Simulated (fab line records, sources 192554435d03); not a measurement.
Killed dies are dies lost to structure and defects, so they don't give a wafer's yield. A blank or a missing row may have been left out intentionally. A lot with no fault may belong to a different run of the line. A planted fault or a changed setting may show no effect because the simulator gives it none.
Matching of chambers :: flow n5 finfet :: 4 sister chambers for N5_HKMG_FIN_ETCH_55 on rie diel-06
The step etches SOC in N2/H2, target depth 240 nm, time 300 s. 4 wafers are shown with their chamber, then 9 later ones without.

## WAFERS PAIRED WITH THEIR CHAMBERS
wafer: L091.2
chamber: 2
drypump motor current A (A): 5.5

wafer: L092.1
chamber: 3
drypump motor current A (A): 5.3

wafer: L092.2
chamber: 1
drypump motor current A (A): 5.0

wafer: L092.3
chamber: 0
drypump motor current A (A): 5.6

## WAFERS WITH NO CHAMBER GIVEN
wafer: L093.1
drypump motor current A (A): 4.9

wafer: L093.4
drypump motor current A (A): 5.3

wafer: L093.5
drypump motor current A (A): 5.3

wafer: L094.2
drypump motor current A (A): 5.5

wafer: L094.4
drypump motor current A (A): 4.9

wafer: L094.5
drypump motor current A (A): 5.5

wafer: L097.1
drypump motor current A (A): 4.9

wafer: L097.5
drypump motor current A (A): 5.6

wafer: L097.6
drypump motor current A (A): 5.3

## WHICH CHAMBER EACH ONE RAN IN
wafer: L093.1
from the rows above: 1
in truth: 1

wafer: L093.4
from the rows above: 3
in truth: 3

wafer: L093.5
from the rows above: 3
in truth: 3

wafer: L094.2
from the rows above: can't be placed: 2 or 0
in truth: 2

wafer: L094.4
from the rows above: 1
in truth: 1

wafer: L094.5
from the rows above: can't be placed: 2 or 0
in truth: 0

wafer: L097.1
from the rows above: 1
in truth: 1

wafer: L097.5
from the rows above: can't be placed: 0 or 2
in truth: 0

wafer: L097.6
from the rows above: 3
in truth: 3
Correctly placed: 6 of 9. Not placeable from these rows: 3 (in 3, the candidates include the true chamber). 0 placed wrongly.
How it was worked out, from the rows above alone: a wafer's distance from a chamber is the root of the sum, over the readings, of the square of ((its reading less the chamber's mean) divided by the reading's scatter). If the next closest chamber is less than 2 further off than the closest, the wafer can't be placed; otherwise it belongs to the closest. Each chamber's mean is taken over the wafers shown for it. The scatter (one wafer shown for each chamber): square how far every hidden wafer sits from the nearest shown wafer, average those squares and take the square root.
